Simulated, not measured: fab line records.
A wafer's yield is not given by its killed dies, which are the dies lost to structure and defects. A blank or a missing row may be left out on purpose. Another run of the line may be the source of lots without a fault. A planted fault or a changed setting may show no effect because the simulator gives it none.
Chamber matching + flow n5-finfet + N5_FIN_SAQP_ETCH_34 on rie-diel-02 has 4 sister chambers
The step etches SiO2 in C4F6/O2, target depth 45 nm, time 15 s. 4 wafers are shown with their chamber, then 9 later ones without.

== WAFERS PAIRED WITH THEIR CHAMBERS ==
| wafer  | chamber | rf-vpp-V (V) |
|--------|---------|--------------|
| L087.3 | 2       | 670          |
| L089.3 | 0       | 662          |
| L089.4 | 3       | 658          |
| L089.5 | 1       | 678          |

== WAFERS WITH NO CHAMBER GIVEN ==
| wafer  | rf-vpp-V (V) |
|--------|--------------|
| L094.2 | 662          |
| L094.3 | 679          |
| L094.5 | 659          |
| L095.4 | 678          |
| L095.5 | 658          |
| L095.6 | 661          |
| L097.1 | 662          |
| L097.3 | 669          |
| L097.4 | 659          |

== EACH ONE'S CHAMBER ==
| wafer  | from the rows above | in truth |
|--------|---------------------|----------|
| L094.2 | 0                   | 0        |
| L094.3 | 1                   | 1        |
| L094.5 | 3                   | 3        |
| L095.4 | 1                   | 1        |
| L095.5 | 3                   | 3        |
| L095.6 | 0                   | 0        |
| L097.1 | 0                   | 0        |
| L097.3 | 2                   | 2        |
| L097.4 | 3                   | 3        |
Correctly placed: 9 of 9. Left unplaced by these rows: 0. Wrongly placed: 0.
How it was worked out, from the rows above alone: a wafer's distance from a chamber is the root of the sum, over the readings, of the square of ((its reading less the chamber's mean) divided by the reading's scatter). If the next closest chamber is less than 2 further off than the closest, the wafer can't be placed; otherwise it belongs to the closest. A chamber's mean is the mean of its shown wafers. The scatter: root of mean squared gap, hidden wafer to nearest shown wafer, with one shown wafer a chamber.
